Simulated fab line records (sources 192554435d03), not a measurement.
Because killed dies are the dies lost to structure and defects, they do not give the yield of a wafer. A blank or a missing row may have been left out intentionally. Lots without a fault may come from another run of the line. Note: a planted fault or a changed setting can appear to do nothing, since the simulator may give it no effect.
A struck lot beside a sound one / flow n5 finfet / 14 steps out of a route of 1938
Sound: wafers L823.1, L823.3, L823.4. The struck wafers were L830.2, L830.4, L830.6. The cause is named last.
Order at every step that has rows: each side's tool, ch and its chambers, its first start. Under that, the readings that differ: sound wafers / struck wafers / difference of the means / sigmas: that difference in standard deviations of wafers without a fault.
alike: readings with means less than 2 such deviations apart, plus words and numbers identical on both sides. not compared: withheld readings, readings lacking a value on some wafer, bounds such as >300 that could conceal the same value, and numbers that have no deviation in the record and whose values overlap.
A row with sigmas, a row that says differs or no value, or rows on one side alone: a step with any of these is where the two part. Numbers that have no deviation but don't overlap get no sigmas and don't part them. A reading missing from all wafers of one side parts the sides only when that side holds two or more wafers.

N5_BEOL_M4_STRIP_66: strips in CF4.
  sound on rie diel-02 ch 0,1,3, day 9 07:43; struck on rie diel-05 ch 0,1,2, day 11 00:27
  alike: drypump motor current A, oes product au, rf vpp V, showerhead plenum p Torr, throttle valve pct
  not compared: rf hours counter h
N5_BEOL_M4_HM_OPEN_17: chemistry Cl2/BCl3, target TiN, target depth 20 nm, overetch 6 nm.
  sound on rie metal-02 ch 0,1, day 9 07:45; struck on rie metal-02 ch 0,1, day 11 00:29
  alike: drypump motor current A, mfc cl2 sccm, oes product au, throttle valve pct
  not compared: rf hours counter h
N5_BEOL_M4_STRIP_19: strips in O2.
  sound on rie diel-06 ch 1,2,3, day 9 07:52; struck on rie diel-02 ch 0,3, day 11 00:36
  alike: drypump motor current A, oes product au, rf vpp V, showerhead plenum p Torr, throttle valve pct
  not compared: rf hours counter h
N5_BEOL_M4_CD_MEAS_18: pitch 36 nm, target cd 18 nm.
  sound on cd sem-03, day 9 07:56; struck on cd sem-03, day 11 00:40
  alike: cd nm
then, 8 steps without rows for these wafers: N5_BEOL_M4_COAT_67 (time 60 s, resist thk 60 nm); N5_BEOL_M4_COAT_68 (time 60 s, resist thk 12 nm); N5_BEOL_M4_COAT_76 (time 60 s, resist thk 5 nm); N5_BEOL_M4_COAT_22 (resist thk 30 nm); N5_BEOL_M4_EBR_24; N5_BEOL_M4_SOFTBAKE_23 (time 60 s); N5_BEOL_M4_EXPOSE_25 (exposes mask V3, defocus 5 nm); N5_BEOL_M4_PEB_26 (peb time 60 s).
N5_BEOL_M4_DEVELOP_27: develop time 30 s.
  struck on litho track-01, day 11 01:05; sound on litho track-04 ch 0, day 9 08:19
  no value came back on the struck wafers for chill plate temp C (C), develop time s (s); on the sound wafers chill plate temp C (C) reads 23.00 22.97 23.05
reading=model.CAR-EUV_of_BEOL_M4_COAT_22.thk nm (nm); sound=29.4 29.6 29.6; struck=30 30 30; difference=+0; sigmas=
N5_BEOL_M4_CD_MEAS_28: target cd 26.2 nm, target cd y 24.1 nm.
  sound on cd sem-01 ch 0, day 9 08:23; struck on cd sem-01 ch 0, day 11 01:09
reading=cd nm (nm); sound=25.83 25.83 26.01; struck=- - -; difference=no value on the struck wafers; sigmas=

WHERE THEY PART
Last at N5_BEOL_M4_CD_MEAS_28 as far as this record goes, first at N5_BEOL_M4_DEVELOP_27.

WHY: the cause the simulator had injected
Step skipped in full: litho track-01, at N5_BEOL_M4_DEVELOP_27, from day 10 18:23 onward. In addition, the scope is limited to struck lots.
